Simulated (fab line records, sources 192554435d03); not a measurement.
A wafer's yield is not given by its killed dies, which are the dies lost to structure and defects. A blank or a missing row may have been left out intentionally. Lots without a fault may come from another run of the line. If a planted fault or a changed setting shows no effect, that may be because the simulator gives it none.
Split-lot trial	flow n5-finfet	on a route of 1938 steps: 7 lots, 21 wafers read

## THE SPLIT ITSELF
At N5_BEOL_M0_SAQP_ETCH_106 (etches SOC in N2/H2, stops on SiNx, target depth 150 nm), the setting target-depth-a was moved away from the recipe's 1500 angstrom on 7 of the 21 wafers read, by -10.6% to +10.9%. For the rest of the wafers, this setting stayed at what the recipe calls for.

No step appears in the file between the split and the reading.

## THE READING
SOC_of_BEOL_M0_SAQP_COAT_105.thk-nm (the simulator's own value, which no gauge read), in nm, at N5_BEOL_M0_SAQP_ETCH_107 (etches SiNx in CH3F/O2, target depth 30 nm). The file gives no usual value for it. The 14 wafers here that ran the recipe average 12.8 nm, standard deviation 1.7 nm.

wafer	tool, chamber at the split	target-depth-a as run, angstrom	against the recipe	SOC_of_BEOL_M0_SAQP_COAT_105.thk-nm, nm	against lot-mates on the recipe
L075.2	rie-diel-06, 0	1500	recipe	12.4	-
L075.3	rie-diel-06, 2	1500	recipe	13.8	-
L075.4	rie-diel-06, 1	1500	recipe	11.8	-
L081.3	rie-diel-06, 2	1398	-6.8%	18.4	+6.6
L081.5	rie-diel-06, 0	1500	recipe	11.8	-
L081.6	rie-diel-06, 1	1398	-6.8%	17.8	+6.0
L083.3	rie-diel-06, 1	1500	recipe	13	-
L083.5	rie-diel-06, 2	1500	recipe	13.8	-
L083.6	rie-diel-06, 1	1500	recipe	12.8	-
L085.4	rie-diel-03, 3	1500	recipe	13.6	-
L085.5	rie-diel-03, 1	1500	recipe	15.6	-
L085.6	rie-diel-03, 0	1500	recipe	15.8	-
L089.1	rie-diel-06, 3	1500	recipe	11.6	-
L089.3	rie-diel-06, 0	1500	recipe	12.6	-
L089.6	rie-diel-06, 3	1500	recipe	11.6	-
L094.1	rie-diel-05, 1	1663	+10.9%	2	no lot-mate on the recipe
L094.3	rie-diel-05, 0	1663	+10.9%	7	no lot-mate on the recipe
L094.6	rie-diel-05, 3	1663	+10.9%	7	no lot-mate on the recipe
L096.1	rie-diel-05, 1	1341	-10.6%	17.8	+8.8
L096.4	rie-diel-05, 0	1341	-10.6%	20.6	+11.6
L096.5	rie-diel-05, 1	1500	recipe	9	-

FIT RESULTS
A straight line over all 21 wafers: SOC_of_BEOL_M0_SAQP_COAT_105.thk-nm changes by -0.672 nm for each +1% of target-depth-a; r = -0.91; the points scatter about the line by 1.8 nm.
The same after taking each lot's own level away (the mean of its wafers on the recipe; 18 wafers): -0.953 nm for each +1%; r = -0.98; scatter 0.81 nm.
The reading moves by 10 nm for the largest change in target-depth-a, on that fit.
The lots' own levels span 9.00 to 15.00 nm, that is 3.6 times the standard deviation above.
So the lot-to-lot level changes the slope: the two fits differ.
Check: with one of the wafers moved furthest among these (-10.6%) left out of the fit, the line predicts +10.8 nm for it against its lot-mates. It came out at +8.8 nm against them.

## OTHER SPLITS APPLIED TO THESE WAFERS
Before the reading, these wafers also passed through other splits. Each is held against what the fit with the lots' levels taken away leaves over:
other split on the same wafers	wafers away from the commonest value	r with SOC_of_BEOL_M0_SAQP_COAT_105.thk-nm (lot level and that fit taken away)
N5_MOL_CONTACT_COAG_CVD_140 target-thk-a	7	+0.08

## THE WHOLE CHAIN: every reading that the file lists as answering this split, in the file's order
step	what it does	reading	change (the file's fit)	r (the file's)
N5_BEOL_M0_SAQP_ETCH_106	etches SOC in N2/H2, stops on SiNx, target depth 150 nm	SOC_of_BEOL_M0_SAQP_COAT_105.thk-nm (the simulator's own value, which no gauge read)	-0.941 nm for each +1% of the setting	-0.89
N5_BEOL_M0_SAQP_ETCH_107	etches SiNx in CH3F/O2, target depth 30 nm	SOC_of_BEOL_M0_SAQP_COAT_105.thk-nm (the simulator's own value, which no gauge read)	-0.952 nm for each +1% of the setting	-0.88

## THE FILE'S OWN FIT
SOC_of_BEOL_M0_SAQP_COAT_105.thk-nm changes by -0.952 nm for each +1% of target-depth-a, r = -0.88.
